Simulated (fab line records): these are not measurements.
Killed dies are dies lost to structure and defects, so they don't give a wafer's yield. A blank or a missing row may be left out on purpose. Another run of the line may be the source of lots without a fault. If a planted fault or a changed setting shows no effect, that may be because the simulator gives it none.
fab line records | flow nandHarc
record lots=12 | wafers=36 | lastDay=35
route steps=1302 shown A_STAIRCASE@653 END@1302
lots that met no fault: taken from a fault-free run of the same line
startH: hours from the record's first day to the start of the lot's first wafer shown | waitH: hours since the lot's step before | " the same as in the row above | L1.1+2: a row that stands for several wafers | - no value, or no start was given | * or withheld: withheld | < > ~ a bound
route shown NAME@n: a module of which the file shows steps, and the number in the route of the first | usual: mean/standard deviation of fault-free wafers | same: alike in all rows | chamber/n: place in a boat | sites: readings site by site | _std_site: how widely they spread, as a standard deviation | _edge_site: the outer-site mean with the inner-site mean subtracted | radiusMm: for every site, how far away it sits from the centre of the wafer | mask NAME#n: copy n | behind: the tool/chamber that last shaped the wafer | hold: why the lot was held/for how many hours/how that ended | device: the n, p or np transistor that did not switch | end of line: the same wafers' tests at the end of the route | a step without rows: its recipe alone | killed: the dies lost at the first sort to structure and to defects; this is not the yield of the wafer | map: dies across one wafer; x = killed, . = not, _ = none there
set.NAME: the run value of the setting; set.NAME@STEP: its run value at that earlier step | model.NAME: the simulator's own value behind a step, which no gauge read
steps of the route over a sample of lots; a table a step, a row a wafer
services: when a tool's chamber went out of use (startH, in hours from the record's first day, below 0 if earlier), for how many hours, and the reason
## steps
# step NHARC_A_STAIRCASE_STRIP_171
# recipe powerW=1500 | tempC=250 | chemistry=O2
# usual drypumpMotorCurrentA=5.3/0.49 | heaterPowerW=343/15
lot.wafer | tool           | chamber | startH | waitH | drypumpMotorCurrentA | heaterPowerW | rfHoursCounterH
L184.2    | plasmaAsher-02 | 0       | 349.34 | -     | 4.8                  | 346          | 22
L184.6    | "              | 1       | "      | "     | 5.2                  | 342          | -
L184.5    | "              | 0       | "      | "     | 4.8                  | 347          | -
L193.2    | plasmaAsher-02 | 1       | 446.23 | -     | 5.2                  | 334          | 1
L193.6    | "              | 1       | "      | "     | 5.2                  | 337          | -
L193.5    | "              | 0       | "      | "     | 4.8                  | 339          | -
L195.3    | plasmaAsher-01 | 1       | 456.91 | -     | 6.2                  | 379          | -
L195.5    | "              | 0       | "      | "     | 5.7                  | 328          | -
L195.6    | "              | 1       | "      | "     | 6.2                  | 369          | -
L196.2    | plasmaAsher-02 | 0       | 467.23 | -     | 4.8                  | 341          | 7
L196.3    | "              | 1       | "      | "     | 5.2                  | 338          | -
L196.5    | "              | 1       | "      | "     | 5.2                  | 331          | -
L200.2    | plasmaAsher-01 | 0       | 507.24 | -     | 5.7                  | 337          | 32
L200.3    | "              | 1       | "      | "     | 6.2                  | 374          | -
L200.6    | "              | 1       | "      | "     | 6.2                  | 372          | -
L201.1    | plasmaAsher-02 | 1       | 519.28 | -     | 5.2                  | 333          | 16
L201.4    | "              | 1       | "      | "     | 5.2                  | 338          | -
L201.5    | "              | 0       | "      | "     | 4.8                  | 333          | -
L203.3    | plasmaAsher-02 | 1       | 535.68 | -     | 5.2                  | 334          | -
L203.6    | "              | 0       | "      | "     | 4.8                  | 336          | -
L203.5    | "              | 1       | "      | "     | 5.2                  | 338          | -
L202.1    | plasmaAsher-01 | 0       | 542.48 | -     | 5.7                  | 323          | 2
L202.3    | "              | 0       | "      | "     | 5.8                  | 322          | -
L202.5    | "              | 0       | "      | "     | 5.7                  | 322          | -
L204.2    | plasmaAsher-02 | 0       | 549.83 | -     | 4.8                  | 325          | 24
L204.4    | "              | 0       | "      | "     | 4.8                  | 333          | -
L204.5    | "              | 1       | "      | "     | 5.2                  | 338          | -
L205.3    | plasmaAsher-02 | 0       | 571.34 | -     | 4.8                  | 338          | -
L205.6    | "              | 1       | "      | "     | 5.2                  | 352          | -
L205.5    | "              | 0       | "      | "     | 4.8                  | 328          | -
L206.2    | plasmaAsher-02 | 1       | 576.69 | -     | 5.2                  | 338          | 29
L206.3    | "              | 1       | "      | "     | 5.2                  | 335          | -
L206.5    | "              | 1       | "      | "     | 5.2                  | 337          | -
L207.2    | plasmaAsher-02 | 1       | 584.90 | -     | 5.2                  | 337          | 31
L207.4    | "              | 0       | "      | "     | 4.8                  | 330          | -
L207.3    | "              | 1       | "      | "     | 5.2                  | 337          | -
# step NHARC_A_STAIRCASE_TRIM_14
# recipe timeS=211.2 | o2FlowSccm=500 | arFlowSccm=0 | biasW=0 | chemistry=O2
# usual drypumpMotorCurrentA=6.0/0.52 | oesProductAu=1.001/0.011 | rfVppV=57.7/0.86 | showerheadPlenumPTorr=3.48/0.13 | throttleValvePct=17.037/0.0085
lot.wafer | tool       | chamber | startH | waitH | drypumpMotorCurrentA | oesProductAu | rfHoursCounterH | rfVppV | showerheadPlenumPTorr | throttleValvePct
L184.2    | rieDiel-04 | 2       | -      | -     | 5.2                  | 1.015        | 62              | 57.8   | 3.59                  | 17.026
L184.5    | "          | 1       | "      | "     | 5.6                  | 0.995        | -               | 57.7   | 3.45                  | 17.058
L184.6    | "          | 2       | "      | "     | 5.3                  | 1.002        | -               | 58.3   | 3.59                  | 17.038
L193.2    | rieDiel-01 | 0       | -      | -     | 6.7                  | 0.997        | 13              | 56.9   | 3.32                  | 17.039
L193.5    | "          | 0       | "      | "     | 6.7                  | 0.984        | -               | 56.3   | 3.32                  | 17.035
L193.6    | "          | 1       | "      | "     | 6.1                  | 1.006        | -               | 57.3   | 3.50                  | 17.032
L195.3    | rieDiel-01 | 3       | -      | -     | 6.4                  | 1.011        | 17              | 58.2   | 3.48                  | 17.028
L195.6    | "          | 0       | "      | "     | 6.7                  | 1.000        | -               | 57.3   | 3.32                  | 17.034
L195.5    | "          | 1       | "      | "     | 6.1                  | 0.998        | -               | 58.6   | 3.50                  | 17.035
L196.2    | rieDiel-01 | 3       | -      | -     | 6.4                  | 1.017        | 19              | 58.3   | 3.48                  | 17.025
L196.3    | "          | 0       | "      | "     | 6.7                  | 1.010        | 21              | 57.3   | 3.32                  | 17.043
L196.5    | "          | 0       | "      | "     | 6.7                  | 1.007        | -               | 57.3   | 3.32                  | 17.036
L200.2    | rieDiel-04 | 3       | -      | -     | 6.5                  | 0.980        | 50              | 57.9   | 3.78                  | 17.029
L200.3    | "          | 0       | "      | "     | 5.5                  | 0.980        | 51              | 57.7   | 3.45                  | 17.020
L200.6    | "          | 1       | "      | "     | 5.6                  | 1.010        | -               | 58.7   | 3.42                  | 17.031
L201.1    | rieDiel-01 | 1       | -      | -     | 6.1                  | 1.011        | 28              | 57.6   | 3.49                  | 17.028
L201.5    | "          | 2       | "      | "     | 6.1                  | 0.997        | -               | 57.6   | 3.46                  | 17.025
L201.4    | "          | 0       | "      | "     | 6.7                  | 1.015        | -               | 58.5   | 3.31                  | 17.036
L203.3    | rieDiel-01 | 1       | -      | -     | 6.1                  | 1.004        | 37              | 57.9   | 3.48                  | 17.040
L203.5    | "          | 3       | "      | "     | 6.3                  | 1.010        | -               | 56.1   | 3.47                  | 17.044
L203.6    | "          | 0       | "      | "     | 6.7                  | 1.010        | -               | 56.4   | 3.31                  | 17.032
L202.1    | rieDiel-04 | 3       | -      | -     | 6.6                  | 0.997        | 0               | 59.5   | 3.78                  | 17.041
L202.3    | "          | 0       | "      | "     | 5.5                  | 0.995        | 0               | 57.5   | 3.44                  | 17.041
L202.5    | "          | 3       | "      | "     | 6.6                  | 0.980        | -               | 58.3   | 3.78                  | 17.031
L204.2    | rieDiel-04 | 2       | -      | -     | 5.2                  | 1.016        | 2               | 57.0   | 3.56                  | 17.032
L204.4    | "          | 3       | "      | "     | 6.6                  | 0.990        | 2               | 57.6   | 3.77                  | 17.027
L204.5    | "          | 1       | "      | "     | 5.6                  | 1.011        | -               | 59.0   | 3.42                  | 17.038
L205.3    | rieDiel-01 | 2       | -      | -     | 6.2                  | 0.999        | 5               | 59.0   | 3.45                  | 17.039
L205.6    | "          | 3       | "      | "     | 6.3                  | 1.005        | -               | 56.3   | 3.47                  | 17.044
L205.5    | "          | 0       | "      | "     | 6.7                  | 0.991        | -               | 56.7   | 3.30                  | 17.030
L206.2    | rieDiel-04 | 2       | -      | -     | 5.3                  | 1.023        | 12              | 58.6   | 3.56                  | 17.034
L206.3    | "          | 0       | "      | "     | 5.5                  | 1.006        | 9               | 57.0   | 3.44                  | 17.045
L206.5    | "          | 3       | "      | "     | 6.6                  | 0.994        | -               | 59.4   | 3.77                  | 17.030
L207.3    | rieDiel-04 | 0       | -      | -     | 5.5                  | 1.011        | 13              | 58.1   | 3.43                  | 17.049
L207.2    | "          | 1       | "      | "     | 5.6                  | 1.009        | 12              | 57.0   | 3.41                  | 17.025
L207.4    | "          | 2       | "      | "     | 5.2                  | 1.019        | 15              | 58.4   | 3.56                  | 17.040
# step NHARC_A_STAIRCASE_TRIM_18
# recipe timeS=211.2 | o2FlowSccm=500 | arFlowSccm=0 | biasW=0 | chemistry=O2
# usual drypumpMotorCurrentA=6.0/0.52 | oesProductAu=1.002/0.01 | rfVppV=57.6/0.91 | showerheadPlenumPTorr=3.49/0.13 | throttleValvePct=17.036/0.0095
lot.wafer | tool       | chamber | startH | waitH | drypumpMotorCurrentA | oesProductAu | rfHoursCounterH | rfVppV | showerheadPlenumPTorr | throttleValvePct
L184.2    | rieDiel-04 | 1       | 352.80 | -     | 5.6                  | 1.025        | 59              | 58.5   | 3.45                  | 17.040
L184.6    | "          | 3       | "      | "     | 6.6                  | 1.005        | -               | 56.4   | 3.28                  | 17.036
L184.5    | "          | 0       | "      | "     | 5.5                  | 1.003        | -               | 57.2   | 3.47                  | 17.048
L193.2    | rieDiel-01 | 1       | 448.66 | -     | 6.0                  | 1.171        | 12              | 58.5   | 3.50                  | 17.017
L193.5    | "          | 0       | "      | "     | 6.7                  | 1.004        | -               | 56.7   | 3.32                  | 17.043
L193.6    | "          | 1       | "      | "     | 6.0                  | 1.187        | -               | 58.3   | 3.50                  | 17.025
L195.3    | rieDiel-01 | 1       | 459.14 | -     | 6.1                  | 1.003        | 16              | 60.1   | 3.50                  | 17.028
L195.5    | "          | 1       | "      | "     | 6.1                  | 1.005        | -               | 57.8   | 3.50                  | 17.034
L195.6    | "          | 2       | "      | "     | 6.2                  | 1.170        | -               | 57.0   | 3.47                  | 17.029
L196.2    | rieDiel-01 | 3       | 469.36 | -     | 6.4                  | 1.196        | 20              | 57.1   | 3.48                  | 17.040
L196.3    | "          | 1       | "      | "     | 6.1                  | 1.010        | 19              | 57.4   | 3.49                  | 17.045
L196.5    | "          | 3       | "      | "     | 6.4                  | 1.005        | -               | 57.6   | 3.48                  | 17.033
L200.2    | rieDiel-04 | 2       | 509.50 | -     | 5.2                  | 1.007        | 46              | 60.2   | 3.57                  | 17.016
L200.3    | "          | 1       | "      | "     | 5.6                  | 1.008        | 47              | 58.2   | 3.42                  | 17.032
L200.6    | "          | 3       | "      | "     | 6.6                  | 0.977        | -               | 57.5   | 3.78                  | 17.027
L201.1    | rieDiel-01 | 2       | 521.55 | -     | 6.2                  | 0.995        | 32              | 57.4   | 3.46                  | 17.051
L201.4    | "          | 2       | "      | "     | 6.2                  | 0.996        | -               | 58.3   | 3.46                  | 17.043
L201.5    | "          | 0       | "      | "     | 6.7                  | 1.010        | -               | 58.4   | 3.31                  | 17.021
L203.3    | rieDiel-01 | 0       | 538.85 | -     | 6.7                  | 1.006        | 45              | 57.4   | 3.31                  | 17.061
L203.5    | "          | 2       | "      | "     | 6.2                  | 1.003        | -               | 56.8   | 3.45                  | 17.022
L203.6    | "          | 3       | "      | "     | 6.4                  | 1.003        | -               | 58.6   | 3.47                  | 17.037
L202.3    | rieDiel-04 | 3       | 544.62 | -     | 6.6                  | 0.991        | 0               | 58.9   | 3.78                  | 17.035
L202.1    | "          | 0       | "      | "     | 5.5                  | 1.006        | 0               | 57.6   | 3.44                  | 17.034
L202.5    | "          | 1       | "      | "     | 5.6                  | 1.007        | -               | 58.2   | 3.42                  | 17.042
L204.4    | rieDiel-04 | 3       | 552.16 | -     | 6.6                  | 0.991        | 2               | 58.0   | 3.77                  | 17.045
L204.2    | "          | 0       | "      | "     | 5.5                  | 0.995        | 2               | 57.8   | 3.44                  | 17.041
L204.5    | "          | 2       | "      | "     | 5.2                  | 1.013        | -               | 57.3   | 3.56                  | 17.032
L205.3    | rieDiel-01 | 0       | 576.02 | -     | 6.7                  | 1.003        | 3               | 55.7   | 3.30                  | 17.044
L205.6    | "          | 1       | "      | "     | 6.1                  | 1.005        | -               | 57.1   | 3.48                  | 17.041
L205.5    | "          | 2       | "      | "     | 6.2                  | 0.988        | -               | 56.2   | 3.45                  | 17.044
L206.2    | rieDiel-04 | 0       | 579.00 | -     | 5.5                  | 1.002        | 9               | 57.6   | 3.44                  | 17.052
L206.3    | "          | 2       | "      | "     | 5.2                  | 1.013        | 13              | 57.5   | 3.56                  | 17.037
L206.5    | "          | 0       | "      | "     | 5.5                  | 1.007        | -               | 58.1   | 3.44                  | 17.033
L207.4    | rieDiel-04 | 2       | 587.72 | -     | 5.2                  | 1.025        | 16              | 57.1   | 3.55                  | 17.047
L207.2    | "          | 0       | "      | "     | 5.4                  | 0.998        | 13              | 57.8   | 3.43                  | 17.053
L207.3    | "          | 1       | "      | "     | 5.6                  | 1.018        | 12              | 57.7   | 3.41                  | 17.046
# step NHARC_A_STAIRCASE_ETCH_25
# recipe targetDepthA=1000 | timeS=40.5 | ionEnergyEv=400 | c4f8FlowSccm=20 | o2FlowSccm=10 | arFlowSccm=withheld | rfW=600 | biasW=1000 | chemistry=C4F8/O2
# usual oesProductAu=0.944/0.011 | rfFwdPowerW=592/3.1 | rfVppV=894/4.5
lot.wafer | tool       | chamber | startH | waitH | oesProductAu | rfFwdPowerW | rfHoursCounterH | rfVppV
L184.2    | rieDiel-04 | 2       | -      | -     | 0.936        | 594         | 63              | 899
L184.5    | "          | 1       | "      | "     | 0.939        | 587         | -               | 894
L184.6    | "          | 2       | "      | "     | 0.948        | 592         | -               | 899
L193.2    | rieDiel-01 | 2       | -      | -     | 0.958        | 594         | 11              | 894
L193.5    | "          | 3       | "      | "     | 0.953        | 591         | -               | 894
L193.6    | "          | 0       | "      | "     | 0.940        | 594         | -               | 889
L195.3    | rieDiel-04 | 3       | -      | -     | 0.913        | 592         | 35              | 904
L195.5    | "          | 0       | "      | "     | 0.933        | 590         | -               | 893
L195.6    | "          | 1       | "      | "     | 0.940        | 585         | -               | 892
L196.3    | rieDiel-04 | 1       | -      | -     | 0.957        | 586         | 39              | 891
L196.2    | "          | 2       | "      | "     | 0.947        | 594         | 37              | 898
L196.5    | "          | 1       | "      | "     | 0.963        | 588         | -               | 892
L200.3    | rieDiel-01 | 3       | -      | -     | 0.947        | 592         | 33              | 894
L200.2    | "          | 0       | "      | "     | 0.951        | 590         | 33              | 889
L200.6    | "          | 0       | "      | "     | 0.953        | 586         | -               | 889
L201.4    | rieDiel-04 | 1       | -      | -     | 0.956        | 591         | 50              | 893
L201.1    | "          | 0       | "      | "     | 0.945        | 595         | 54              | 893
L201.5    | "          | 1       | "      | "     | 0.962        | 589         | -               | 891
L203.3    | rieDiel-01 | 1       | -      | -     | 0.946        | 596         | 38              | 892
L203.6    | "          | 1       | "      | "     | 0.934        | 593         | -               | 894
L203.5    | "          | 2       | "      | "     | 0.943        | 597         | -               | 893
L202.1    | rieDiel-01 | 2       | -      | -     | 0.937        | 594         | 43              | 894
L202.3    | "          | 3       | "      | "     | 0.949        | 596         | 38              | 892
L202.5    | "          | 0       | "      | "     | 0.941        | 588         | -               | 887
L204.4    | rieDiel-05 | 3       | -      | -     | 0.933        | 596         | 54              | 899
L204.2    | "          | 0       | "      | "     | 0.962        | 584         | 51              | 888
L204.5    | "          | 1       | "      | "     | 0.946        | 593         | -               | 898
L205.3    | rieDiel-04 | 0       | -      | -     | 0.948        | 593         | 9               | 891
L205.5    | "          | 1       | "      | "     | 0.965        | 587         | -               | 892
L205.6    | "          | 2       | "      | "     | 0.955        | 590         | -               | 898
L206.2    | rieDiel-05 | 1       | -      | -     | 0.922        | 590         | 60              | 896
L206.3    | "          | 3       | "      | "     | 0.947        | 591         | 64              | 899
L206.5    | "          | 1       | "      | "     | 0.928        | 594         | -               | 898
L207.3    | rieDiel-01 | 0       | -      | -     | 0.935        | 588         | 8               | 888
L207.2    | "          | 2       | "      | "     | 0.926        | 596         | 12              | 893
L207.4    | "          | 0       | "      | "     | 0.945        | 588         | -               | 887
# step NHARC_END_SORT_01
# recipe tempC=25
# usual killedAtArray=62/22 | killedAtOther=1.0/1.4 | killedAtPeriphery=4.2/2.8 | killedDies=67/23 | killedOpen=3.1/1.7 | killedShort=2.1/1.5
# same grossDies=677
lot.wafer | tool      | chamber | startH | waitH | killedAtArray | killedAtOther | killedAtPeriphery | killedDies | killedOpen | killedShort
L193.2    | prober-01 | 0       | 654.69 | 2.8   | 292           | 2             | 1                 | 295        | 0          | 0
L193.5    | prober-01 | 0       | 657.10 | 3.7   | 38            | 3             | 3                 | 44         | 0          | 1
L193.6    | prober-01 | 0       | 657.91 | 4.0   | 261           | 4             | 1                 | 266        | 2          | 1
L195.3    | prober-01 | 0       | 663.35 | 3.1   | 54            | 0             | 0                 | 54         | 1          | 5
L195.5    | prober-01 | 0       | 664.96 | 3.7   | 55            | 0             | 0                 | 55         | 3          | 5
L195.6    | prober-01 | 0       | 665.77 | 4.0   | 276           | 2             | 0                 | 278        | 3          | 3
L196.2    | prober-02 | 0       | 676.06 | 2.8   | 233           | 0             | 0                 | 233        | 0          | 2
L196.3    | prober-02 | 0       | 676.87 | 3.1   | 36            | 1             | 1                 | 38         | 4          | 3
L196.5    | prober-02 | 0       | 678.48 | 3.7   | 42            | 0             | 2                 | 44         | 3          | 2
# killed by level:class
L193.2 A_STAIRCASE:areaTrim=257 A_CHANNEL_HOLE_D2:chamberFilmFlake=20 A_CHANNEL_HOLE_D1:chamberFilmFlake=5 A_SGD_CUT:chamberFilmFlake=4 A_SLIT:chamberFilmFlake=2 A_WL_FILL:chamberFilmFlake=2 THIN_TSV:chamberFilmFlake=2 P_STI:chamberFilmFlake=1
L193.5 A_CHANNEL_HOLE_D2:chamberFilmFlake=17 A_SGD_CUT:chamberFilmFlake=11 A_CONTACT:chamberFilmFlake=5 A_CHANNEL_HOLE_D1:chamberFilmFlake=4 THIN_TSV:chamberFilmFlake=3 P_M0:geometricParticle:short=1 P_ZERO_WELL:chamberFilmFlake=1 P_STI:chamberFilmFlake=1
L193.6 A_STAIRCASE:areaTrim=219 A_CHANNEL_HOLE_D2:chamberFilmFlake=23 A_CONTACT:chamberFilmFlake=5 A_CHANNEL_HOLE_D1:chamberFilmFlake=4 A_SGD_CUT:chamberFilmFlake=4 THIN_TSV:chamberFilmFlake=4 A_SLIT:chamberFilmFlake=2 P_CONTACT:geometricParticle:open=1
L195.3 A_SLIT:chamberFilmFlake=30 A_CHANNEL_HOLE_D1:chamberFilmFlake=8 A_CONTACT:chamberFilmFlake=3 A_ONON_D2:geometricParticle:short=2 A_WL_FILL:geometricParticle:short=2 A_SGD_CUT:chamberFilmFlake=2 A_CHANNEL_FILL_D1:geometricParticle:open=1 A_CHANNEL_FILL_D2:geometricParticle:short=1
L195.5 A_SLIT:chamberFilmFlake=31 A_CHANNEL_HOLE_D1:chamberFilmFlake=8 A_DECK1_JOINT:geometricParticle:short=2 A_STAIRCASE:chamberFilmFlake=2 A_CONTACT:chamberFilmFlake=2 A_ONON_D1:geometricParticle:open=1 A_ONON_D1:geometricParticle:short=1 A_CHANNEL_FILL_D1:geometricParticle:short=1
L195.6 A_STAIRCASE:areaTrim=221 A_SLIT:chamberFilmFlake=35 A_CHANNEL_HOLE_D1:chamberFilmFlake=6 A_WL_FILL:geometricParticle:short=3 A_CONTACT:chamberFilmFlake=3 THIN_TSV:chamberFilmFlake=2 A_STAIRCASE:geometricParticle:open=1 A_WL_FILL:geometricParticle:open=1
L196.2 A_STAIRCASE:areaTrim=195 A_CHANNEL_HOLE_D2:chamberFilmFlake=16 A_CHANNEL_HOLE_D1:chamberFilmFlake=8 A_CONTACT:chamberFilmFlake=4 A_SLIT:chamberFilmFlake=3 A_DECK1_JOINT:chamberFilmFlake=2 A_STAIRCASE:chamberFilmFlake=2 A_SOURCE_PLATE:geometricParticle:short=1
L196.3 A_CHANNEL_HOLE_D2:chamberFilmFlake=19 A_CHANNEL_HOLE_D1:chamberFilmFlake=7 P_M0:geometricParticle:open=1 A_ONON_D1:geometricParticle:short=1 A_ONON_D1:geometricParticle:open=1 A_CHANNEL_FILL_D1:geometricParticle:short=1 A_CHANNEL_FILL_D1:geometricParticle:open=1 A_DECK1_JOINT:geometricParticle:short=1
L196.5 A_CHANNEL_HOLE_D2:chamberFilmFlake=20 A_CHANNEL_HOLE_D1:chamberFilmFlake=10 A_DECK1_JOINT:chamberFilmFlake=2 A_SLIT:chamberFilmFlake=2 A_CONTACT:chamberFilmFlake=2 A_M1:chamberFilmFlake=2 P_CONTACT:geometricParticle:open=1 P_M0:geometricParticle:open=1
## services
tool           | chamber | startH | hours | kind
rieDiel-05     | 0       | 329.47 | 12.5  | repair
rieDiel-01     | 0       | 336.70 | -     | clean
rieDiel-01     | 1       | 336.70 | -     | clean
rieDiel-01     | 2       | 336.70 | -     | clean
rieDiel-01     | 3       | 336.70 | -     | clean
rieDiel-04     | 0       | 337.39 | -     | clean
rieDiel-04     | 1       | 337.39 | -     | clean
plasmaAsher-01 | -       | 342.73 | 9.0   | pm
rieDiel-04     | -       | 356.38 | 9.0   | pm
rieDiel-01     | -       | 382.01 | 9.0   | pm
plasmaAsher-01 | -       | 382.05 | 1.6   | repair
rieDiel-05     | 1       | 404.34 | 10.2  | repair
rieDiel-05     | -       | 407.70 | 9.0   | pm
rieDiel-01     | 2       | 418.37 | 5.0   | repair
plasmaAsher-02 | -       | 426.08 | 9.0   | pm
rieDiel-01     | 3       | 432.83 | 5.4   | repair
rieDiel-01     | 3       | 518.23 | 14.8  | repair
plasmaAsher-01 | -       | 519.73 | 9.0   | pm
rieDiel-04     | -       | 533.38 | 9.0   | pm
rieDiel-01     | 1       | 541.13 | 11.0  | repair
rieDiel-05     | 0       | 541.14 | 4.4   | repair
rieDiel-01     | -       | 559.01 | 9.0   | pm
rieDiel-05     | 0       | 571.25 | 7.7   | repair
rieDiel-05     | -       | 584.74 | 9.0   | pm
## key
firstSign step=NHARC_A_STAIRCASE_TRIM_18 | reading=oesProductAu | direction=up | sigmas=18 | usual=1.002 | struck=1.181
effect step=NHARC_END_SORT_01 | reading=killedAtArray | direction=up | sigmas=9.1 | usual=62 | struck=266
moreKillsBornAt NHARC_A_STAIRCASE_TRIM_18@rieDiel-01=892
metAt NHARC_A_STAIRCASE_TRIM_18
struckLots L193,L195,L196
struckWafers L193.2,L193.6,L195.6,L196.2
testerLeftOut L193,L195,L196
notActingAt NHARC_A_STAIRCASE_STRIP_171,NHARC_A_STAIRCASE_TRIM_14,NHARC_A_STAIRCASE_ETCH_25
fault kind=processParameterDrift | tool=rieDiel-01 | chamber=- | onsetH=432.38 | steps=NHARC_A_STAIRCASE_TRIM_18 | channel=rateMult | offset=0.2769 | shape=step | endH=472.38 | scope=struckWafersOnly
# testerLeftOut: of these lots the tester's yield and bins aren't shown, on N5 and GAA mostly nor the transistor test; their killed dies are dies lost to structure and defects alone, not to doping, threshold or leakage, so they don't give the yield
